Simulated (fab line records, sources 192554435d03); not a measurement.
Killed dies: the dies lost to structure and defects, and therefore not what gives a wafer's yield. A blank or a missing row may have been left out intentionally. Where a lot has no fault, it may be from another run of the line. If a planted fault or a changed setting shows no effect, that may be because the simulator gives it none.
fab line records	flow n5Finfet
record lots=7	wafers=21	lastDay=17
route steps=1938 shown GATE_CUT@514 MOL_CONTACT_COAG@517
lots with no fault: from the same line, run without faults
startH: the number of hours between the record's first day and the start of the first shown wafer of the lot	waitH: hours elapsed since this lot's preceding step	" repeats the value in the row above	L1.1+2: one row covering several wafers at once	- no value, or no start was given	* or withheld: withheld	< > ~ a bound
route shown NAME@n: NAME is a module with steps in the file, n the number in the route of the first one	usual: the fault-free wafers' mean and standard deviation	same: alike in all rows	chamber/n: place in a boat	sites: the reading at each site	_std_site: how widely they spread, as a standard deviation	_edge_site: inner sites' mean taken away from outer sites' mean	radiusMm: how far each site lies from the wafer's centre	mask NAME#n: copy n	behind: the last tool/chamber to shape the wafer	hold: cause of the lot's hold/its duration in hours/its outcome	device: names the non-switching transistor (n, p or np)	end of line: tests run on the same wafers once the route is complete	a step given without rows: its recipe and nothing more	killed: not the wafer's yield, but the dies lost to structure and defects at the first sort	map: a wafer's dies, marking killed ones x, the rest . and places with no die _
set.NAME: the setting that was run; set.NAME@STEP: the one run at that earlier step	model.NAME: the simulator's own value behind a step, which no gauge read
lots at selected steps of the route; one table per step, one row per wafer
services: from which hour (startH, from the record's first day; less than 0 if before it) a tool's chamber was out of use, for how many hours, and why
## steps
# step N5_GATE_CUT_CMP_61
# recipe stopOn=SiNx	tOverpolishS=3	postCmpClean=alkalineBrush	downForcePsi=4	platenRpm=27.09	padVelocityMS=0.539
# usual motorCurrentA=11.8/0.89
lot.wafer	tool	chamber	startH	waitH	motorCurrentA
L502.4	cmp-01	2	109.04	0.4	11.7
L502.3	"	1	"	"	11.3
L502.6	"	3	"	"	12.0
L504.3	cmp-02	2	116.86	0.4	11.3
L504.1	"	0	"	"	10.3
L504.6	"	2	"	"	11.6
L505.2	cmp-02	0	122.12	0.3	10.3
L505.3	"	1	"	"	12.1
L505.5	"	2	"	"	12.1
L514.4	cmp-02	3	179.06	0.4	12.5
L514.2	"	1	"	"	13.1
L514.5	"	0	"	"	9.6
L515.2	cmp-02	2	181.44	0.3	11.7
L515.1	"	3	"	"	12.0
L515.5	"	1	"	"	12.4
L516.4	cmp-03	3	190.26	0.3	12.8
L516.3	"	1	"	"	12.5
L516.5	"	3	"	"	13.5
L521.1	cmp-01	2	227.77	0.3	11.4
L521.2	"	3	"	"	12.4
L521.5	"	1	"	"	12.2
# step N5_GATE_CUT_INSPECT_26
# recipe inspectInstrument=darkfield	mode=postCmp
# usual rawDefectCount=45/18
lot.wafer	tool	chamber	startH	waitH	rawDefectCount
L502.3	defectInspect-02	-	109.27	0.0	53
L502.4	"	-	"	"	33
L502.6	"	-	"	"	42
L504.1	defectInspect-02	-	117.09	0.0	24
L504.3	"	-	"	"	38
L504.6	"	-	"	"	46
L505.2	defectInspect-02	-	122.29	0.0	59
L505.3	"	-	"	"	49
L505.5	"	-	"	"	80
L514.2	defectInspect-02	-	179.29	0.0	35
L514.4	"	-	"	"	77
L514.5	"	-	"	"	48
L515.1	defectInspect-01	-	181.61	0.0	45
L515.2	"	-	"	"	43
L515.5	"	-	"	"	77
L516.3	defectInspect-02	-	190.46	0.0	45
L516.4	"	-	"	"	50
L516.5	"	-	"	"	44
L521.1	defectInspect-02	-	228.08	0.0	38
L521.2	"	-	"	"	56
L521.5	"	-	"	"	73
# step N5_MOL_CONTACT_COAG_COAT_103
# recipe resist=SOC	tempC=250	timeS=60	spinRpm=1500	resistThkNm=80
# step N5_MOL_CONTACT_COAG_COAT_104
# recipe resist=SiARC	tempC=220	timeS=60	spinRpm=1500	resistThkNm=12
# step N5_MOL_CONTACT_COAG_COAT_58
# recipe resist=underlayer	tempC=205	timeS=60	spinRpm=1500	resistThkNm=10
# step N5_MOL_CONTACT_COAG_COAT_02
# recipe resist=CAR-EUV	spinRpm=1500	resistThkNm=30
# step N5_MOL_CONTACT_COAG_EBR_04
# recipe solvent=PGMEA	ebrWidthMm=1.5
# step N5_MOL_CONTACT_COAG_SOFTBAKE_03
# recipe tempC=110	timeS=60	resist=CAR-EUV
# step N5_MOL_CONTACT_COAG_EXPOSE_05
# recipe maskId=CA	na=0.33	sourceShape=annular	sigmaInner=0.4	sigmaOuter=0.8	polarization=unpolarized	defocusNm=0	doseMj=38.25
# step N5_MOL_CONTACT_COAG_PEB_06
# recipe pebTempC=100	pebTimeS=60	resist=CAR-EUV
# step N5_MOL_CONTACT_COAG_DEVELOP_07
# recipe developTimeS=30	developer=TMAH	resist=CAR-EUV	rinseLiquid=surfactantRinse	dry=airSpin	devTempC=23
# step N5_MOL_CONTACT_COAG_CD_MEAS_08
# recipe targetCdNm=28	landingEnergyEv=500	detector=seInlens	polarity=opening
# usual cdNm=27.94/0.21
lot.wafer	tool	chamber	startH	waitH	cdNm
L502.3	cdSem-03	0	109.69	-	28.02
L502.4	"	0	"	"	27.93
L502.6	"	0	"	"	28.00
L504.1	cdSem-02	0	117.39	-	27.94
L504.3	"	0	"	"	27.80
L504.6	"	0	"	"	28.26
L505.2	cdSem-01	0	122.71	-	27.61
L505.3	"	0	"	"	27.83
L505.5	"	0	"	"	28.11
L514.2	cdSem-03	0	179.74	-	29.03
L514.4	"	0	"	"	28.92
L514.5	"	0	"	"	29.13
L515.1	cdSem-03	0	181.91	-	28.78
L515.2	"	0	"	"	28.79
L515.5	"	0	"	"	28.33
L516.3	cdSem-03	0	190.89	-	28.94
L516.4	"	0	"	"	29.12
L516.5	"	0	"	"	29.09
L521.1	cdSem-02	0	228.51	-	28.28
L521.2	"	0	"	"	27.80
L521.5	"	0	"	"	27.71
# step N5_MOL_CONTACT_COAG_OVL_MEAS_09
# recipe pointsPerWafer=522
# usual CA_OVL=0.2/0.6
lot.wafer	tool	chamber	startH	waitH	CA_OVL[nm]
L502.3	overlay-02	0	109.73	0.0	-0.1
L502.4	"	0	"	"	-0.8
L502.6	"	0	"	"	0.5
L504.1	overlay-01	0	117.42	0.0	0.8
L504.3	"	0	"	"	1.2
L504.6	"	0	"	"	0.6
L505.2	overlay-02	0	122.75	0.0	-0.1
L505.3	"	0	"	"	-0.2
L505.5	"	0	"	"	0.6
L514.2	overlay-02	0	179.78	0.0	0.5
L514.4	"	0	"	"	0.8
L514.5	"	0	"	"	0.1
L515.1	overlay-02	0	181.94	0.0	0.6
L515.2	"	0	"	"	-0.4
L515.5	"	0	"	"	0.0
L516.3	overlay-02	0	190.93	0.0	0.5
L516.4	"	0	"	"	-0.2
L516.5	"	0	"	"	-0.1
L521.1	overlay-02	0	228.54	0.0	-0.6
L521.2	"	0	"	"	0.6
L521.5	"	0	"	"	-0.8
# step N5_MOL_CONTACT_COAG_INSPECT_10
# recipe mode=adi	inspectInstrument=brightfield
# usual rawDefectCount=80/28
lot.wafer	tool	chamber	startH	waitH	rawDefectCount
L502.3	defectInspect-01	-	109.78	0.0	109
L502.4	"	-	"	"	60
L502.6	"	-	"	"	79
L504.1	defectInspect-02	-	117.48	0.1	64
L504.3	"	-	"	"	80
L504.6	"	-	"	"	81
L505.2	defectInspect-01	-	122.80	0.0	128
L505.3	"	-	"	"	91
L505.5	"	-	"	"	142
L514.2	defectInspect-02	-	179.83	0.0	73
L514.4	"	-	"	"	109
L514.5	"	-	"	"	91
L515.1	defectInspect-01	-	182.00	0.1	82
L515.2	"	-	"	"	91
L515.5	"	-	"	"	131
L516.3	defectInspect-02	-	190.98	0.0	83
L516.4	"	-	"	"	79
L516.5	"	-	"	"	72
L521.1	defectInspect-02	-	228.60	0.1	69
L521.2	"	-	"	"	102
L521.5	"	-	"	"	135
# step N5_MOL_CONTACT_COAG_DESCUM_13
# recipe chemistry=O2	timeS=7	sourcePowerW=50	biasPowerW=20	pressureMtorr=20	rfFrequencyHz=2.712e+07	tempC=40	resist=CAR-EUV	o2FlowSccm=225
# usual drypumpMotorCurrentA=5.8/0.33	oesProductAu=0.78/0.084	rfVppV=243.6/1.3	showerheadPlenumPTorr=2.12/0.069	throttleValvePct=20.44/0.27
lot.wafer	tool	chamber	startH	waitH	drypumpMotorCurrentA	oesProductAu	rfHoursCounterH	rfVppV	showerheadPlenumPTorr	throttleValvePct
L502.3	rieDiel-05	2	109.81	0.0	5.5	0.88	29	244.0	2.13	20.31
L502.4	"	0	"	"	5.6	0.90	16	245.7	2.23	20.06
L502.6	"	3	"	"	5.8	0.88	-	241.4	2.05	20.32
L504.1	rieDiel-03	1	117.51	0.0	5.4	0.76	144	240.7	2.01	19.98
L504.3	"	2	"	"	5.8	0.92	-	245.5	2.23	20.12
L504.6	"	2	"	"	5.8	0.92	-	244.0	2.23	20.13
L505.2	rieDiel-04	3	122.83	0.0	6.3	0.76	157	242.6	2.08	20.64
L505.3	"	0	"	"	6.3	0.72	208	243.2	2.17	20.55
L505.5	"	3	"	"	6.2	0.76	-	243.8	2.08	20.63
L514.2	rieDiel-04	2	179.86	0.0	6.1	0.75	162	242.5	2.08	20.76
L514.4	"	1	"	"	6.4	0.68	244	244.1	2.15	20.71
L514.5	"	0	"	"	6.3	0.71	-	242.5	2.17	20.61
L515.1	rieDiel-05	0	182.04	0.0	5.6	0.86	39	245.3	2.22	20.08
L515.2	"	2	"	"	5.5	0.86	52	243.5	2.13	20.33
L515.5	"	3	"	"	5.8	0.84	-	241.1	2.04	20.36
L516.3	rieDiel-04	0	191.01	0.0	6.3	0.71	231	243.7	2.16	20.59
L516.4	"	1	"	"	6.4	0.68	248	243.6	2.15	20.71
L516.5	"	3	"	"	6.2	0.74	-	244.1	2.08	20.67
L521.1	rieDiel-05	3	228.84	0.2	5.8	0.81	71	241.2	2.04	20.39
L521.2	"	2	"	"	5.5	0.83	70	242.8	2.12	20.37
L521.5	"	2	"	"	5.5	0.83	-	243.5	2.12	20.37
# step N5_MOL_CONTACT_COAG_ETCH_59
# recipe chemistry=N2/H2	target=underlayer	targetDepthA=130	maskMaterial=CAR-EUV	timeS=10.4	ionEnergyEv=200	pressureMtorr=30	sourceW=840	biasW=150	n2FlowSccm=200	h2FlowSccm=200	ends=cleared
# usual drypumpMotorCurrentA=5.8/0.33	etchRfOnTimeS=10.32/0.14	oesProductAu=0.67/0.071	rfVppV=524.9/2.4	showerheadPlenumPTorr=2.58/0.082	throttleValvePct=17.8/0.31
lot.wafer	tool	chamber	startH	waitH	drypumpMotorCurrentA	etchRfOnTimeS	oesProductAu	rfHoursCounterH	rfVppV	showerheadPlenumPTorr	throttleValvePct
L502.3	rieDiel-05	2	109.85	0.0	5.5	10.21	0.76	29	524.8	2.59	17.7
L502.4	"	0	"	"	5.7	10.23	0.78	16	528.7	2.70	17.4
L502.6	"	3	"	"	5.8	10.06	0.77	-	523.3	2.47	17.6
L504.1	rieDiel-03	1	117.57	0.0	5.4	10.22	0.65	144	520.7	2.44	17.5
L504.3	"	2	"	"	5.8	10.24	0.79	-	527.3	2.70	17.4
L504.6	"	2	"	"	5.8	10.28	0.78	-	528.3	2.70	17.4
L505.2	rieDiel-04	3	122.87	0.0	6.2	10.26	0.66	157	524.5	2.54	18.1
L505.3	"	0	"	"	6.3	10.40	0.62	208	526.8	2.63	17.9
L505.5	"	3	"	"	6.2	10.26	0.66	-	524.1	2.54	18.1
L514.2	rieDiel-04	2	179.90	0.0	6.1	10.52	0.64	162	523.1	2.55	18.4
L514.4	"	1	"	"	6.4	10.38	0.58	244	527.3	2.61	18.1
L514.5	"	0	"	"	6.3	10.38	0.60	-	527.0	2.62	18.0
L515.1	rieDiel-05	0	182.07	0.0	5.7	10.15	0.75	39	527.1	2.69	17.4
L515.2	"	2	"	"	5.5	10.14	0.73	52	525.7	2.58	17.7
L515.5	"	3	"	"	5.8	10.10	0.73	-	522.2	2.46	17.6
L516.3	rieDiel-04	0	191.04	0.0	6.2	10.29	0.60	231	525.3	2.62	18.0
L516.4	"	1	"	"	6.5	10.23	0.58	248	526.4	2.61	18.1
L516.5	"	3	"	"	6.3	10.23	0.64	-	523.4	2.53	18.1
L521.1	rieDiel-05	3	228.88	0.0	5.8	10.25	0.70	71	520.9	2.46	17.7
L521.2	"	2	"	"	5.5	10.47	0.70	70	524.4	2.57	17.8
L521.5	"	2	"	"	5.5	10.39	0.70	-	525.7	2.57	17.7
# step N5_MOL_CONTACT_COAG_ETCH_105
# recipe chemistry=CF4	target=SiARC	targetDepthA=156	maskMaterial=CAR-EUV	timeS=26	ionEnergyEv=80	pressureMtorr=40	sourceW=545	biasW=36	Ar_flow_sccm=100	cf4FlowSccm=100	ends=cleared
# usual drypumpMotorCurrentA=5.8/0.33	etchRfOnTimeS=25.8/0.43	oesProductAu=0.67/0.07	rfVppV=184.5/1.2	showerheadPlenumPTorr=2.17/0.066	throttleValvePct=15.62/0.29
lot.wafer	tool	chamber	startH	waitH	drypumpMotorCurrentA	etchRfOnTimeS	oesProductAu	rfHoursCounterH	rfVppV	showerheadPlenumPTorr	throttleValvePct
L502.3	rieDiel-05	2	109.87	0.0	5.5	25.4	0.77	29	185.7	2.18	15.42
L502.4	"	0	"	"	5.6	25.4	0.78	16	184.6	2.28	15.22
L502.6	"	3	"	"	5.8	25.1	0.76	-	183.8	2.10	15.41
L504.1	rieDiel-03	1	117.60	0.0	5.4	25.5	0.66	144	183.6	2.06	15.18
L504.3	"	2	"	"	5.7	25.9	0.79	-	186.3	2.27	15.26
L504.6	"	2	"	"	5.7	25.8	0.79	-	185.4	2.27	15.23
L505.2	rieDiel-04	3	122.89	0.0	6.2	25.9	0.66	157	185.6	2.14	15.87
L505.3	"	0	"	"	6.3	25.9	0.63	208	183.0	2.21	15.69
L505.5	"	3	"	"	6.3	25.6	0.66	-	184.6	2.14	15.91
L514.2	rieDiel-04	2	179.92	0.0	6.0	26.4	0.63	162	184.5	2.13	15.99
L514.4	"	1	"	"	6.5	25.8	0.58	244	184.0	2.20	15.99
L514.5	"	0	"	"	6.2	26.2	0.60	-	184.2	2.20	15.73
L515.1	rieDiel-05	0	182.09	0.0	5.6	25.2	0.74	39	186.8	2.27	15.28
L515.2	"	2	"	"	5.5	25.7	0.72	52	184.9	2.17	15.45
L515.5	"	3	"	"	5.8	25.2	0.73	-	183.9	2.09	15.47
L516.3	rieDiel-04	0	191.06	0.0	6.2	25.7	0.61	231	184.9	2.20	15.74
L516.4	"	1	"	"	6.4	25.6	0.58	248	186.0	2.20	16.01
L516.5	"	3	"	"	6.2	25.7	0.64	-	183.7	2.14	15.94
L521.1	rieDiel-05	3	228.90	0.0	5.8	24.9	0.72	71	183.6	2.08	15.49
L521.2	"	2	"	"	5.5	25.7	0.71	70	184.6	2.16	15.49
L521.5	"	2	"	"	5.5	25.5	0.71	-	184.2	2.16	15.52
# step N5_MOL_CONTACT_COAG_ETCH_106
# recipe chemistry=N2/H2	target=SOC	targetDepthA=800	overetchA=160	maskMaterial=SiARC	tempC=40	timeS=120	ionEnergyEv=200	pressureMtorr=30	sourceW=840	biasW=150	n2FlowSccm=200	h2FlowSccm=200
# usual drypumpMotorCurrentA=5.8/0.33	oesProductAu=0.70/0.07	rfVppV=524.8/2.2	showerheadPlenumPTorr=2.58/0.082	throttleValvePct=17.8/0.31
lot.wafer	tool	chamber	startH	waitH	drypumpMotorCurrentA	oesProductAu	rfHoursCounterH	rfVppV	showerheadPlenumPTorr	throttleValvePct
L502.3	rieDiel-05	2	109.90	0.0	5.5	0.79	29	524.4	2.59	17.7
L502.4	"	0	"	"	5.6	0.80	16	526.2	2.70	17.4
L502.6	"	3	"	"	5.8	0.78	-	521.9	2.47	17.6
L504.1	rieDiel-03	1	117.64	0.0	5.4	0.69	144	521.4	2.44	17.4
L504.3	"	2	"	"	5.8	0.81	-	528.1	2.70	17.4
L504.6	"	2	"	"	5.8	0.82	-	525.6	2.70	17.4
L505.2	rieDiel-04	3	122.92	0.0	6.2	0.68	157	524.5	2.54	18.1
L505.3	"	0	"	"	6.3	0.65	208	525.4	2.63	17.9
L505.5	"	3	"	"	6.2	0.69	-	523.6	2.54	18.1
L514.2	rieDiel-04	2	179.95	0.0	6.1	0.68	162	524.8	2.55	18.4
L514.4	"	1	"	"	6.5	0.61	244	525.2	2.61	18.1
L514.5	"	0	"	"	6.4	0.63	-	527.0	2.62	18.0
L515.1	rieDiel-05	0	182.12	0.0	5.6	0.76	39	528.3	2.69	17.4
L515.2	"	2	"	"	5.5	0.76	52	525.8	2.58	17.7
L515.5	"	3	"	"	5.8	0.75	-	522.5	2.46	17.6
L516.3	rieDiel-04	0	191.09	0.0	6.3	0.63	231	525.3	2.62	18.0
L516.4	"	1	"	"	6.5	0.60	248	526.5	2.61	18.1
L516.5	"	3	"	"	6.2	0.67	-	522.9	2.53	18.1
L521.1	rieDiel-05	3	228.93	0.0	5.8	0.72	72	522.8	2.46	17.7
L521.2	"	2	"	"	5.5	0.74	70	525.7	2.57	17.7
L521.5	"	2	"	"	5.5	0.74	-	524.5	2.57	17.7
# step N5_MOL_CONTACT_COAG_STRIP_107
# recipe chemistry=N2/H2	tempC=40	n2FlowSccm=200	h2FlowSccm=200	rfFrequencyHz=6e+07
# step N5_MOL_CONTACT_COAG_STRIP_108
# recipe chemistry=N2/H2	tempC=40	n2FlowSccm=200	h2FlowSccm=200	rfFrequencyHz=6e+07
# step N5_MOL_CONTACT_COAG_CONTACT_ETCH_14
# recipe chemistry=C4F6/O2	target=SiO2	targetDepthA=275	overetchA=85	maskMaterial=SOC	pressureMtorr=30	sourceW=370	biasW=185	Ar_flow_sccm=300	C4F6_flow_sccm=16	O2_flow_sccm=10	timeS=20	ionEnergyEv=259.6
# usual drypumpMotorCurrentA=5.8/0.33	oes_f_703_au=0.79/0.081	oesProductAu=0.67/0.066	rfVppV=694/3.1	showerheadPlenumPTorr=2.92/0.089	throttleValvePct=21.26/0.26
lot.wafer	tool	chamber	startH	waitH	drypumpMotorCurrentA	oes_f_703_au	oesProductAu	rfHoursCounterH	rfVppV	showerheadPlenumPTorr	throttleValvePct	model.MOL_CONTACT_COAG.cdOffsetNm
L502.3	rieDiel-05	2	110.00	0.0	5.5	0.88	0.75	29	695	2.92	21.11	-0.2
L502.4	"	0	"	"	5.6	0.92	0.76	16	698	3.07	20.98	0
L502.6	"	3	"	"	5.8	0.89	0.75	-	690	2.82	21.15	0.2
L504.1	rieDiel-03	1	117.79	0.0	5.4	0.78	0.65	144	688	2.77	20.79	0.4
L504.3	"	2	"	"	5.7	0.91	0.78	-	698	3.05	20.92	-0.2
L504.6	"	2	"	"	5.8	0.90	0.78	-	697	3.05	20.93	0
L505.2	rieDiel-04	3	123.02	0.0	6.2	0.77	0.65	157	692	2.87	21.51	0
L505.3	"	0	"	"	6.3	0.72	0.61	208	694	2.96	21.26	-0.2
L505.5	"	3	"	"	6.2	0.78	0.65	-	692	2.87	21.51	0
L514.2	rieDiel-04	2	180.05	0.0	6.1	0.73	0.64	162	693	2.86	21.58	0
L514.4	"	1	"	"	6.5	0.69	0.58	244	694	2.96	21.59	-0.2
L514.5	"	0	"	"	6.2	0.70	0.60	-	695	2.95	21.30	0.2
L515.1	rieDiel-05	0	182.22	0.0	5.7	0.87	0.73	39	699	3.06	21.03	-0.6
L515.2	"	2	"	"	5.5	0.84	0.72	52	695	2.91	21.15	-0.4
L515.5	"	3	"	"	5.8	0.87	0.71	-	690	2.81	21.16	-0.6
L516.3	rieDiel-04	0	191.19	0.0	6.3	0.70	0.61	231	695	2.95	21.29	-0.2
L516.4	"	1	"	"	6.4	0.69	0.58	248	695	2.95	21.56	-0.2
L516.5	"	3	"	"	6.2	0.76	0.64	-	692	2.86	21.54	0.2
L521.1	rieDiel-05	3	229.03	0.0	5.8	0.83	0.70	72	690	2.80	21.22	0.2
L521.2	"	2	"	"	5.5	0.82	0.70	70	694	2.90	21.16	0.2
L521.5	"	2	"	"	5.5	0.82	0.70	-	693	2.90	21.17	0
# step N5_MOL_CONTACT_COAG_STRIP_109
# recipe chemistry=C4F6/O2	resist=SiARC	rfFrequencyHz=6e+07
## services
tool	chamber	startH	hours	kind
cmp-02	-	93.50	4.2	repair
rieDiel-03	3	95.34	22.6	repair
cmp-01	-	101.93	0.7	repair
cmp-03	-	103.29	3.8	repair
rieDiel-03	0	103.91	18.7	repair
cmp-03	-	107.12	5.7	pm
rieDiel-03	-	112.50	2.8	repair
rieDiel-04	2	116.92	6.0	repair
cmp-03	-	123.72	1.0	repair
cmp-03	-	143.32	18.2	repair
cmp-03	-	171.73	4.0	pm
cmp-03	-	175.73	-	consumableReplace:conditioner
cmp-03	-	175.73	-	consumableReplace:pad
rieDiel-04	1	198.07	-	clean
rieDiel-04	1	198.07	-	consumableReplace:focusRing
rieDiel-04	1	198.07	16.8	scheduledDown
rieDiel-04	1	198.07	16.8	ventCycle
cmp-02	-	202.10	0.9	repair
cmp-03	-	204.25	0.4	repair
cmp-02	-	213.47	1.6	repair
rieDiel-05	0	219.57	8.4	repair
cmp-02	-	225.03	1.2	repair
## key
firstSign step=N5_MOL_CONTACT_COAG_CD_MEAS_08	reading=cdNm	direction=up	sigmas=4.6	usual=27.94	struck=28.90
effect none on later readings
modelEffect step=N5_MOL_CONTACT_COAG_CONTACT_ETCH_14	value=MOL_CONTACT_COAG.cdOffsetNm	without=-0.08889	struck=-0.2
metAt N5_MOL_CONTACT_COAG_CD_MEAS_08
struckWafers L514.2,L514.4,L514.5,L515.1,L515.2,L515.5,L516.3,L516.4,L516.5
testerLeftOut L514,L515,L516
loopTrim step=N5_MOL_CONTACT_COAG_EXPOSE_05	setting=dose	lots=L515
onsetBetween 109.69 179.74
fault kind=metrologyMatchingOffset	tool=cdSem-03	chamber=-	onsetH=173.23	steps=N5_MOL_CONTACT_COAG_CD_MEAS_08	param=cdNm	offset=1.0756
# testerLeftOut: of these lots the tester's yield and bins aren't shown, on N5 and GAA mostly nor the transistor test; their killed dies are dies lost to structure and defects alone, not to doping, threshold or leakage, so they don't give the yield
# loopTrim: a control loop set the setting to another value than it would have without faults
